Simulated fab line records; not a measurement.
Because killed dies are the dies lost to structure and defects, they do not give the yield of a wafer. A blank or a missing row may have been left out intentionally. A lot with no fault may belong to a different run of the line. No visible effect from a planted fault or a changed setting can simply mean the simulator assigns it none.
Matching of chambers	flow n5Finfet	4 sister chambers for N5_BEOL_M4_ALD_84 on aldMetal-02
The step deposits TaN, pulse time 2 s, purge time 3 s, co reactant purge time 2 s. 22 wafers are shown with their chamber, then 11 later ones without.

WAFERS PAIRED WITH THEIR CHAMBERS
wafer	chamber	heaterPowerW (W)	mfcCarrierSccm (sccm)
L075.1	0	425	1501
L075.2	3	401	1503
L075.6	3	410	1504
L077.1	3	398	1499
L077.4	0	420	1491
L077.5	0	412	1493
L085.1	2	444	1503
L085.4	1	384	1504
L085.6	3	400	1505
L084.2	0	417	1497
L084.4	1	381	1500
L084.5	2	464	1500
L089.1	2	458	1504
L089.4	1	389	1503
L089.5	3	410	1497
L087.3	0	425	1506
L087.5	1	392	1497
L087.6	0	415	1504
L088.3	3	403	1506
L088.5	2	456	1496
L088.6	3	407	1499
L091.1	1	388	1491

SIGNATURES (means of the wafers above)
reading	chamber 0	chamber 1	chamber 2	chamber 3	scatter within a chamber
heaterPowerW	419.00	386.80	455.50	404.14	5.63
mfcCarrierSccm	1498.67	1499.00	1500.75	1501.86	4.73
Rule: a wafer's distance from a chamber is the root of the sum, over the readings, of the square of ((its reading less the chamber's mean) divided by the reading's scatter). If the next closest chamber is less than 2 further off than the closest, the wafer can't be placed; otherwise it belongs to the closest. How the scatter is found: for the shown wafers, subtract from each reading the mean of its chamber, square and add these, divide the total by (wafers less chambers), then take the root.

WAFERS WITH NO CHAMBER GIVEN
wafer	heaterPowerW (W)	mfcCarrierSccm (sccm)
L091.2	449	1499
L091.4	415	1503
L092.1	406	1498
L092.4	454	1502
L092.5	458	1497
L095.1	385	1504
L095.2	406	1503
L095.3	417	1497
L097.2	417	1503
L097.4	452	1496
L097.6	384	1504

WHICH CHAMBER EACH WENT THROUGH
wafer	from the rows above	in truth
L091.2	2	2
L091.4	can't be placed: 0 or 3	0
L092.1	can't be placed: 3 or 0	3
L092.4	2	2
L092.5	2	2
L095.1	1	1
L095.2	3	3
L095.3	0	0
L097.2	can't be placed: 0 or 3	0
L097.4	2	2
L097.6	1	1
Correct placement for 8 of the 11. These rows do not allow placing 3 (true chamber among the candidates in 3). 0 placed wrongly.
